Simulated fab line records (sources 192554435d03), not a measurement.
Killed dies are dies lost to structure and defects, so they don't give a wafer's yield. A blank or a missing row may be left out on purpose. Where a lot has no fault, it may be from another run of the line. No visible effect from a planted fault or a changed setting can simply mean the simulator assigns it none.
The tool behind it: which one? | flow n5_finfet | Sampling: 10 lots, 30 wafers, 6 of 1938 route steps

== WHAT EACH GAUGE READ, for each wafer ==
N5_BEOL_M4_RC_MEAS_101. Usual: DIBL_N 37.2 mV/V, standard deviation 2.1; DIBL_P 37.3 mV/V, standard deviation 2.3; IOFF_N 0.18 nA/um, standard deviation 0.041; IOFF_P 0.24 nA/um, standard deviation 0.042; ION_N 680 uA/um, standard deviation 13; ION_P 466 uA/um, standard deviation 7.7; SS_N 71.8 mV/dec, standard deviation 0.68; SS_P 73.5 mV/dec, standard deviation 0.66; VT_N 249 mV, standard deviation 3.6; VT_P -248 mV, standard deviation 3.4.
lot  | measured     | on        | DIBL_N (mV/V)  | DIBL_P (mV/V)  | IOFF_N (nA/um) | IOFF_P (nA/um) | ION_N (uA/um) | ION_P (uA/um) | SS_N (mV/dec)  | SS_P (mV/dec)  | VT_N (mV)   | VT_P (mV)      | flag
L543 | day 8 08:06  | prober-02 | 36.9 36.9 37.2 | 36.3 36.9 37.8 | 0.16 0.16 0.18 | 0.22 0.22 0.23 | 673 670 678   | 467 467 466   | 71.0 71.6 71.7 | 72.9 73.0 73.3 | 248 247 249 | -250 -248 -248 |
L544 | day 8 17:01  | prober-01 | 34.4 33.4 35.9 | 34.0 33.2 36.3 | 0.15 0.13 0.18 | 0.20 0.17 0.23 | 677 665 684   | 472 455 463   | 70.9 70.7 71.7 | 73.2 73.0 73.2 | 249 250 245 | -249 -254 -247 |
L546 | day 9 01:14  | prober-01 | 39.2 38.1 39.9 | 39.5 37.7 41.7 | 0.23 0.19 0.27 | 0.27 0.23 0.32 | 705 689 712   | 473 468 482   | 71.8 72.9 72.1 | 74.0 73.8 74.1 | 243 248 242 | -247 -252 -243 |
L547 | day 9 10:15  | prober-02 | 37.4 38.0 35.2 | 34.9 36.7 31.8 | 0.14 0.16 0.11 | 0.19 0.21 0.15 | 667 666 652   | 458 458 450   | 71.9 71.9 70.9 | 73.1 73.1 71.9 | 251 249 257 | -251 -251 -256 |
L549 | day 9 18:03  | prober-02 | 34.4 35.4 35.9 | 33.7 35.4 35.8 | 0.13 0.14 0.15 | 0.19 0.21 0.22 | 676 668 673   | 468 460 464   | 71.2 71.7 71.1 | 73.0 72.4 73.9 | 254 252 248 | -252 -248 -246 |
L551 | day 9 19:36  | prober-01 | 34.2 36.8 38.3 | 34.9 37.7 39.7 | 0.13 0.17 0.22 | 0.18 0.24 0.27 | 669 677 696   | 460 465 475   | 71.1 71.3 72.6 | 72.9 73.5 73.5 | 252 246 242 | -253 -247 -247 |
L554 | day 10 13:31 | prober-01 | 42.0 39.3 40.1 | 39.8 37.0 38.6 | 0.26 0.19 0.23 | 0.28 0.23 0.26 | 686 676 709   | 462 457 480   | 72.7 72.1 72.5 | 74.2 74.4 74.3 | 242 249 243 | -247 -248 -243 |
L558 | day 11 21:05 | prober-02 | 38.8 36.3 38.8 | 39.7 36.9 39.1 | 0.18 0.14 0.19 | 0.22 0.18 0.21 | 674 662 680   | 452 447 457   | 71.9 71.5 72.1 | 74.1 73.4 73.1 | 250 252 248 | -254 -256 -252 |
L555 | day 11 22:16 | prober-01 | 42.6 39.3 40.7 | 43.0 38.8 41.2 | 0.30 0.20 0.24 | 0.35 0.26 0.31 | 715 678 700   | 480 464 470   | 72.6 72.6 72.9 | 74.8 73.9 74.8 | 241 249 244 | -246 -251 -248 |
L561 | day 14 04:46 | prober-01 | 36.4 36.9 35.1 | 38.7 39.7 37.1 | 0.18 0.18 0.15 | 0.25 0.26 0.23 | 686 690 674   | 472 480 469   | 72.6 72.1 72.0 | 73.6 73.6 73.0 | 246 247 250 | -246 -245 -249 |

N5_BEOL_M14_OCD_MEAS_35. Usual: trench_depth_nm 563 nm, standard deviation 13.
lot  | measured     | on     | trench_depth_nm (nm) | flag
L543 | day 11 23:40 | ocd-01 | 570 537 577          |
L544 | day 12 01:34 | ocd-02 | 577 569 576          |
L546 | day 12 13:31 | ocd-01 | 540 541 572          |
L547 | day 13 06:56 | ocd-02 | 545 566 574          |
L549 | day 13 09:31 | ocd-02 | 577 547 571          |
L551 | day 13 13:28 | ocd-01 | 575 555 568          |
L554 | day 14 07:05 | ocd-01 | 571 578 549          |
L558 | day 15 10:05 | ocd-01 | 555 572 577          |
L555 | day 15 12:11 | ocd-01 | 577 568 538          |
L561 | day 17 10:15 | ocd-02 | 575 547 566          |

N5_PASSIVATION_OVL_MEAS_60. Usual: TV_OVL -2 nm, standard deviation 5.3.
lot  | measured     | on         | TV_OVL (nm) | flag
L543 | day 13 00:01 | overlay-01 | -2 -3 4     |
L544 | day 13 04:54 | overlay-01 | -6 -4 -6    |
L546 | day 13 12:48 | overlay-02 | -9 -15 -13  |
L547 | day 14 00:25 | overlay-02 | 527 527 524 | OFF
L549 | day 14 05:22 | overlay-01 | 527 527 522 | OFF
L551 | day 14 06:22 | overlay-02 | 529 533 530 | OFF
L554 | day 15 00:49 | overlay-02 | 0 5 -6      |
L558 | day 16 02:45 | overlay-02 | 0 -8 4      |
L555 | day 16 06:26 | overlay-01 | -2 -2 -1    |
L561 | day 18 08:05 | overlay-01 | -3 9 -3     |

== TOOL THAT RAN EACH LOT (tool first, then ch and the chambers of the sampled wafers, then the start) ==
lot  | N5_BEOL_M14_PRE_CLEAN_42     | N5_BEOL_M15_STRIP_63                          | N5_PASSIVATION_EXPOSE_07
L543 | pvd_sputter-03, day 12 01:20 | rie_diel-02 ch 0,2,3, day 12 23:49 or earlier | krf_scanner-01 ch 0, day 12 23:49
L544 | pvd_sputter-01, day 12 01:56 | rie_diel-02 ch 1,2,3, day 13 04:41 or earlier | krf_scanner-01 ch 0, day 13 04:41
L546 | pvd_sputter-02, day 12 17:38 | rie_diel-03 ch 2,3, day 13 12:36 or earlier   | krf_scanner-01 ch 0, day 13 12:36
L547 | pvd_sputter-02, day 13 10:29 | rie_diel-03 ch 1,2, day 14 00:12 or earlier   | krf_scanner-01 ch 0, day 14 00:12
L549 | pvd_sputter-03, day 13 13:58 | rie_diel-03 ch 0,1,3, day 14 05:10 or earlier | krf_scanner-01 ch 0, day 14 05:10
L551 | pvd_sputter-01, day 13 15:50 | rie_diel-03 ch 0,2, day 14 06:10 or earlier   | krf_scanner-01 ch 0, day 14 06:10
L554 | pvd_sputter-02, day 14 09:14 | rie_diel-03 ch 0,2, day 15 00:37 or earlier   | krf_scanner-02 ch 0, day 15 00:37
L558 | pvd_sputter-02, day 15 12:34 | rie_diel-03 ch 0,2,3, day 16 02:32 or earlier | krf_scanner-02 ch 0, day 16 02:32
L555 | pvd_sputter-02, day 15 16:01 | rie_diel-02 ch 0,2,3, day 16 06:14 or earlier | krf_scanner-02 ch 0, day 16 06:14
L561 | pvd_sputter-02, day 17 15:42 | rie_diel-03 ch 0,2,3, day 18 07:53 or earlier | krf_scanner-02 ch 0, day 18 07:53
- N5_BEOL_M14_PRE_CLEAN_42: time 30 s.
- N5_BEOL_M15_STRIP_63: strips in O2.
- N5_PASSIVATION_EXPOSE_07: exposes mask TV, defocus 0 nm, target cd 3000 nm.

== WHAT THE TOOLS THEMSELVES READ (means of the sampled wafers that have a number; where no wafer has one, the mark that the record gives instead) ==
N5_BEOL_M14_PRE_CLEAN_42. Usual: heater_power_w 466 W, standard deviation 39.
lot  | tool           | heater_power_w (W) | flag
L543 | pvd_sputter-03 | 470                |
L544 | pvd_sputter-01 | 455                |
L546 | pvd_sputter-02 | 503                |
L547 | pvd_sputter-02 | 473                |
L549 | pvd_sputter-03 | 476                |
L551 | pvd_sputter-01 | 498                |
L554 | pvd_sputter-02 | 471                |
L558 | pvd_sputter-02 | 474                |
L555 | pvd_sputter-02 | 496                |
L561 | pvd_sputter-02 | 474                |

N5_BEOL_M15_STRIP_63. Usual: drypump_motor_current_A 5.9 A, standard deviation 0.54; o2_flow_sccm 224.9 sccm, standard deviation 0.72; oes_product_au 0.79 a.u., standard deviation 0.08; rf_vpp_V 3.6 V, standard deviation 0.74; showerhead_plenum_p_Torr 2.09 Torr, standard deviation 0.063; throttle_valve_pct 16.60 %, standard deviation 0.23.
lot  | tool        | drypump_motor_current_A (A) | o2_flow_sccm (sccm) | oes_product_au (a.u.) | rf_vpp_V (V) | showerhead_plenum_p_Torr (Torr) | throttle_valve_pct (%) | flag
L543 | rie_diel-02 | 6.1                         | 225.1               | 0.83                  | 3.4          | 2.02                            | 16.65                  |
L544 | rie_diel-02 | 5.9                         | 225.3               | 0.76                  | 3.5          | 2.00                            | 16.82                  |
L546 | rie_diel-03 | 6.4                         | 224.4               | 0.81                  | 3.7          | 2.12                            | 16.47                  |
L547 | rie_diel-03 | 5.9                         | 224.8               | 0.71                  | 2.8          | 2.13                            | 16.94                  |
L549 | rie_diel-03 | 5.8                         | 224.9               | 0.77                  | 3.9          | 2.12                            | 16.69                  |
L551 | rie_diel-03 | 5.2                         | 224.7               | 0.73                  | 3.0          | 2.09                            | 16.52                  |
L554 | rie_diel-03 | 5.5                         | 224.4               | 0.71                  | 3.5          | 2.09                            | 16.58                  |
L558 | rie_diel-03 | 5.8                         | 224.9               | 0.75                  | 2.6          | 2.09                            | 16.52                  |
L555 | rie_diel-02 | 6.1                         | 224.8               | 0.88                  | 3.9          | 2.10                            | 16.53                  |
L561 | rie_diel-03 | 5.8                         | 224.6               | 0.75                  | 3.7          | 2.09                            | 16.57                  |

N5_PASSIVATION_EXPOSE_07. Usual: exposure_dose_mJ_cm2 22.742, standard deviation 0.023; focus_offset_nm 0.0 nm, standard deviation 0.56.
lot  | tool           | exposure_dose_mJ_cm2 | focus_offset_nm (nm) | flag
L543 | krf_scanner-01 | 22.772               | 0.4                  |
L544 | krf_scanner-01 | 22.760               | -0.0                 |
L546 | krf_scanner-01 | 22.720               | -0.6                 |
L547 | krf_scanner-01 | 22.751               | 0.1                  |
L549 | krf_scanner-01 | 22.728               | 0.1                  |
L551 | krf_scanner-01 | 22.766               | 0.2                  |
L554 | krf_scanner-02 | 22.740               | 0.1                  |
L558 | krf_scanner-02 | 22.707               | -0.6                 |
L555 | krf_scanner-02 | 22.740               | 0.3                  |
L561 | krf_scanner-02 | 22.757               | -0.6                 |

== THE ANSWER, worked out from the rows above alone ==
Rule: lot off if the mean of its wafers having a number is beyond 3 standard deviations from the usual mean. A lot without any number at a reading at which 4 lots or more have one is off too. Any other lot the step has rows for is counted as sound. First the gauges in route order, then the tools' own readings, where a lot's mean is used as printed above. The first step at which some lot is off is used, and at that step the reading that is off furthest; a lot without a number counts as furthest.
Off: L547, L549, L551, at N5_PASSIVATION_OVL_MEAS_60 (TV_OVL).
A tool fits if, at a process step before that reading, it ran every lot that is off, and no sound lot after the first of them. Those tools and the gauges at N5_PASSIVATION_OVL_MEAS_60 are tried in the same way. N5_BEOL_M15_STRIP_63 gives no start for some lots, so the hours and the order of its lots are those of N5_PASSIVATION_EXPOSE_07. One candidate fits, namely krf_scanner-01 at N5_PASSIVATION_EXPOSE_07. A fault onset in the window from L546 (day 13 12:36, its last sound lot) to L547 (day 14 00:12, its first lot off) fits.

== WHAT THE SIMULATOR HAD PUT IN ==
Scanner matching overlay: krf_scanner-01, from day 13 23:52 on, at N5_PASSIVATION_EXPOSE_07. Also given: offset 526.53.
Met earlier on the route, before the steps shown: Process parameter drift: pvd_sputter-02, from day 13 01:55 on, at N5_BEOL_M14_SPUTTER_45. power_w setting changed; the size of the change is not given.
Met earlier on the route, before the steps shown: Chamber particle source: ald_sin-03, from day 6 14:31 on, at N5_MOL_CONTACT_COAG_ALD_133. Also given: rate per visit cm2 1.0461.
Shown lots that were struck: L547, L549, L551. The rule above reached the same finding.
